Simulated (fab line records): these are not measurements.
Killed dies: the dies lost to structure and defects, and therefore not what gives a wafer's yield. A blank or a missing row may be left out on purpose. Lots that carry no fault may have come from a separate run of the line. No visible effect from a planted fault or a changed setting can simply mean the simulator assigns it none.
Chamber matching :: flow n5 finfet :: rie diel-01 running N5_BEOL_M2_VIA_ETCH_34: 4 sister chambers
The step etches the open film in C4F6/O2, target depth 69.4 nm, time 65.9 s. 20 wafers are shown with their chamber, then 10 later ones without.

== WAFERS, EACH WITH ITS CHAMBER ==
wafer: L076.1
chamber: 0
throttle valve pct (%): 31.04
rf vpp V (V): 671
showerhead plenum p Torr (Torr): 2.89

wafer: L076.4
chamber: 3
throttle valve pct (%): 30.93
rf vpp V (V): 673
showerhead plenum p Torr (Torr): 2.83

wafer: L076.6
chamber: 3
throttle valve pct (%): 30.94
rf vpp V (V): 672
showerhead plenum p Torr (Torr): 2.83

wafer: L078.2
chamber: 0
throttle valve pct (%): 31.04
rf vpp V (V): 671
showerhead plenum p Torr (Torr): 2.89

wafer: L078.4
chamber: 3
throttle valve pct (%): 30.94
rf vpp V (V): 673
showerhead plenum p Torr (Torr): 2.83

wafer: L078.6
chamber: 0
throttle valve pct (%): 31.04
rf vpp V (V): 672
showerhead plenum p Torr (Torr): 2.89

wafer: L079.2
chamber: 2
throttle valve pct (%): 30.84
rf vpp V (V): 656
showerhead plenum p Torr (Torr): 2.86

wafer: L079.3
chamber: 3
throttle valve pct (%): 30.95
rf vpp V (V): 673
showerhead plenum p Torr (Torr): 2.83

wafer: L079.5
chamber: 0
throttle valve pct (%): 31.04
rf vpp V (V): 671
showerhead plenum p Torr (Torr): 2.89

wafer: L081.1
chamber: 3
throttle valve pct (%): 30.96
rf vpp V (V): 672
showerhead plenum p Torr (Torr): 2.82

wafer: L081.2
chamber: 1
throttle valve pct (%): 30.66
rf vpp V (V): 680
showerhead plenum p Torr (Torr): 2.89

wafer: L081.6
chamber: 3
throttle valve pct (%): 30.95
rf vpp V (V): 672
showerhead plenum p Torr (Torr): 2.82

wafer: L085.2
chamber: 2
throttle valve pct (%): 30.87
rf vpp V (V): 656
showerhead plenum p Torr (Torr): 2.85

wafer: L085.5
chamber: 2
throttle valve pct (%): 30.86
rf vpp V (V): 654
showerhead plenum p Torr (Torr): 2.85

wafer: L085.6
chamber: 1
throttle valve pct (%): 30.65
rf vpp V (V): 680
showerhead plenum p Torr (Torr): 2.89

wafer: L086.1
chamber: 1
throttle valve pct (%): 30.66
rf vpp V (V): 678
showerhead plenum p Torr (Torr): 2.89

wafer: L086.3
chamber: 0
throttle valve pct (%): 31.06
rf vpp V (V): 671
showerhead plenum p Torr (Torr): 2.88

wafer: L086.5
chamber: 2
throttle valve pct (%): 30.88
rf vpp V (V): 656
showerhead plenum p Torr (Torr): 2.85

wafer: L088.2
chamber: 0
throttle valve pct (%): 31.06
rf vpp V (V): 672
showerhead plenum p Torr (Torr): 2.88

wafer: L088.3
chamber: 3
throttle valve pct (%): 30.96
rf vpp V (V): 673
showerhead plenum p Torr (Torr): 2.82

SIGNATURES (averages over the wafers above)
reading: throttle valve pct
chamber 0: 31.0467
chamber 1: 30.6567
chamber 2: 30.8625
chamber 3: 30.9471
scatter within a chamber: 0.0118

reading: rf vpp V
chamber 0: 671.33
chamber 1: 679.33
chamber 2: 655.50
chamber 3: 672.57
scatter within a chamber: 0.738

reading: showerhead plenum p Torr
chamber 0: 2.8867
chamber 1: 2.8900
chamber 2: 2.8525
chamber 3: 2.8257
scatter within a chamber: 0.00487
Rule: for a wafer and a chamber, the distance is found by dividing, reading by reading, the gap between the wafer's reading and the chamber's mean by the reading's scatter, squaring, summing and taking the root. If the next closest chamber is less than 2 further off than the closest, the wafer can't be placed; otherwise it belongs to the closest. The scatter: the root of (the sum of the squares of (reading less its chamber's mean) over the shown wafers, divided by (wafers less chambers)).

== WAFERS WITH NO CHAMBER GIVEN ==
wafer: L088.4
throttle valve pct (%): 30.66
rf vpp V (V): 680
showerhead plenum p Torr (Torr): 2.89

wafer: L095.2
throttle valve pct (%): 31.07
rf vpp V (V): 671
showerhead plenum p Torr (Torr): 2.87

wafer: L095.5
throttle valve pct (%): 30.97
rf vpp V (V): 671
showerhead plenum p Torr (Torr): 2.81

wafer: L095.6
throttle valve pct (%): 30.88
rf vpp V (V): 655
showerhead plenum p Torr (Torr): 2.85

wafer: L094.3
throttle valve pct (%): 31.07
rf vpp V (V): 672
showerhead plenum p Torr (Torr): 2.87

wafer: L094.5
throttle valve pct (%): 30.87
rf vpp V (V): 655
showerhead plenum p Torr (Torr): 2.84

wafer: L094.6
throttle valve pct (%): 30.97
rf vpp V (V): 671
showerhead plenum p Torr (Torr): 2.81

wafer: L097.3
throttle valve pct (%): 31.08
rf vpp V (V): 671
showerhead plenum p Torr (Torr): 2.87

wafer: L097.4
throttle valve pct (%): 30.97
rf vpp V (V): 672
showerhead plenum p Torr (Torr): 2.81

wafer: L097.5
throttle valve pct (%): 30.67
rf vpp V (V): 680
showerhead plenum p Torr (Torr): 2.88

== THE CHAMBER EACH PASSED THROUGH ==
wafer: L088.4
from the rows above: 1
in truth: 1

wafer: L095.2
from the rows above: 0
in truth: 0

wafer: L095.5
from the rows above: 3
in truth: 3

wafer: L095.6
from the rows above: 2
in truth: 2

wafer: L094.3
from the rows above: 0
in truth: 0

wafer: L094.5
from the rows above: 2
in truth: 2

wafer: L094.6
from the rows above: 3
in truth: 3

wafer: L097.3
from the rows above: 0
in truth: 0

wafer: L097.4
from the rows above: 3
in truth: 3

wafer: L097.5
from the rows above: 1
in truth: 1
10 of 10 placed correctly. Left unplaced by these rows: 0. 0 placed wrongly.
